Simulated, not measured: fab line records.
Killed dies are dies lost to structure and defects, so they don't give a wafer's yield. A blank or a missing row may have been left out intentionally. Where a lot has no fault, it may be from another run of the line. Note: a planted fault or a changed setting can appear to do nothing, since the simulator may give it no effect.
Split-lot experiment + flow n5-finfet + on a route of 1938 steps: 7 lots, 21 wafers read

== SPLIT DETAILS ==
At N5_BEOL_M6_COAT_59 (time 60 s, resist thk 100 nm), the setting spin-rpm was moved away from the recipe's 1500 rpm on 3 of the 21 wafers read, by -9.1% to +8.0%. All remaining wafers had this setting at the recipe value.

== FROM THE SPLIT TO THE READING: what the file shows between them, 7 steps ==
- N5_BEOL_M6_COAT_60: time 60 s, resist thk 35 nm
- N5_BEOL_M6_COAT_05: resist thk 90 nm
- N5_BEOL_M6_DESCUM_16: chemistry O2, time 7.9 s
- N5_BEOL_M6_ETCH_61: etches SiARC in CF4, target depth 45.5 nm, time 75.8 s
- N5_BEOL_M6_ETCH_62: etches SOC in N2/H2, target depth 110 nm, overetch 22 nm, time 165 s
- N5_BEOL_M6_STRIP_68: strips in N2/H2
- N5_BEOL_M6_STRIP_67: strips in CF4

== THE READING ==
SOC_of_BEOL_M6_COAT_59.thk-nm (the simulator's own value, which no gauge read), in nm, at N5_BEOL_M6_HM_OPEN_17 (chemistry Cl2/BCl3, target TiN, target depth 20 nm, overetch 6 nm). No usual value for it is given in the file. Across the 18 wafers here that went through the recipe, the average is 92.1 nm and the standard deviation 0.27 nm.

| wafer  | tool, chamber at the split | spin-rpm as run, rpm | against the recipe | SOC_of_BEOL_M6_COAT_59.thk-nm, nm | against lot-mates on the recipe |
|--------|----------------------------|----------------------|--------------------|-----------------------------------|---------------------------------|
| L079.1 | litho-track-05, 0          | 1500                 | recipe             | 92.2                              | -                               |
| L079.5 | litho-track-05, 0          | 1500                 | recipe             | 92.2                              | -                               |
| L079.3 | litho-track-05, 0          | 1500                 | recipe             | 92.4                              | -                               |
| L082.2 | litho-track-02, 0          | 1500                 | recipe             | 92.2                              | -                               |
| L082.4 | litho-track-02, 0          | 1500                 | recipe             | 92.4                              | -                               |
| L082.5 | litho-track-02, 0          | 1500                 | recipe             | 92.6                              | -                               |
| L087.1 | litho-track-04, 0          | 1500                 | recipe             | 92.2                              | -                               |
| L087.4 | litho-track-04, 0          | 1500                 | recipe             | 92.2                              | -                               |
| L087.3 | litho-track-04, 0          | 1500                 | recipe             | 92                                | -                               |
| L091.3 | litho-track-04, 0          | 1500                 | recipe             | 92                                | -                               |
| L091.4 | litho-track-04, 0          | 1620                 | +8.0%              | 88.4                              | -3.9                            |
| L091.5 | litho-track-04, 0          | 1500                 | recipe             | 92.6                              | -                               |
| L093.1 | litho-track-04, 0          | 1500                 | recipe             | 92                                | -                               |
| L093.4 | litho-track-04, 0          | 1500                 | recipe             | 92                                | -                               |
| L093.2 | litho-track-04, 0          | 1500                 | recipe             | 91.8                              | -                               |
| L094.1 | litho-track-02, 0          | 1364                 | -9.1%              | 97.2                              | +5.0                            |
| L094.2 | litho-track-02, 0          | 1500                 | recipe             | 92.2                              | -                               |
| L094.6 | litho-track-02, 0          | 1500                 | recipe             | 92.2                              | -                               |
| L096.2 | litho-track-05, 0          | 1500                 | recipe             | 91.4                              | -                               |
| L096.4 | litho-track-05, 0          | 1500                 | recipe             | 92                                | -                               |
| L096.5 | litho-track-05, 0          | 1433                 | -4.5%              | 94.2                              | +2.5                            |

THE FIT
A straight line over all 21 wafers: SOC_of_BEOL_M6_COAT_59.thk-nm changes by -0.511 nm for each +1% of spin-rpm; r = -0.98; the points scatter about the line by 0.3 nm.
The same after taking each lot's own level away (the mean of its wafers on the recipe; 21 wafers): -0.527 nm for each +1%; r = -0.99; scatter 0.19 nm.
Per that fit: largest spin-rpm move, reading shift of 4.8 nm.
From 91.70 to 92.40 nm: that is the span of the lots' own levels, equal to 2.6 times the standard deviation above.
Consequently the slope shifts little with the lot-to-lot level, the two slopes agreeing.
Check: +4.6 nm against its lot-mates is what the line predicts for one of the wafers moved furthest among these (-9.1%) when that wafer is left out of the fit. It came out at +5 nm against them.

== ADDITIONAL SPLITS CARRIED BY THESE WAFERS ==
Other splits were also applied to these wafers ahead of the reading. Each is held against what the fit with the lots' levels taken away leaves over:
| other split on the same wafers | wafers away from the commonest value | r with SOC_of_BEOL_M6_COAT_59.thk-nm (lot level and that fit taken away) |
|--------------------------------|--------------------------------------|--------------------------------------------------------------------------|
| N5_BEOL_M5_ETCH_41 source-w    | 9                                    | +0.24                                                                    |
| N5_BEOL_M5_DEP_56 time-s       | 8                                    | +0.36                                                                    |

== THE WHOLE CHAIN: every reading that the file lists as answering this split, in the file's order ==
| step                  | what it does                                                         | reading                                                                        | change (the file's fit)               | r (the file's) |
|-----------------------|----------------------------------------------------------------------|--------------------------------------------------------------------------------|---------------------------------------|----------------|
| N5_BEOL_M6_COAT_59    | time 60 s, resist thk 100 nm                                         | SOC_of_BEOL_M6_COAT_59.thk-nm (the simulator's own value, which no gauge read) | -0.541 nm for each +1% of the setting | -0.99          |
| N5_BEOL_M6_ETCH_62    | etches SOC in N2/H2, target depth 110 nm, overetch 22 nm, time 165 s | etch.depth-nm (the simulator's own value, which no gauge read)                 | -0.536 nm for each +1% of the setting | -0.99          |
| N5_BEOL_M6_HM_OPEN_17 | chemistry Cl2/BCl3, target TiN, target depth 20 nm, overetch 6 nm    | SOC_of_BEOL_M6_COAT_59.thk-nm (the simulator's own value, which no gauge read) | -0.528 nm for each +1% of the setting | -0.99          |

== THE FILE'S OWN FIT ==
SOC_of_BEOL_M6_COAT_59.thk-nm changes by -0.528 nm for each +1% of spin-rpm, r = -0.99.
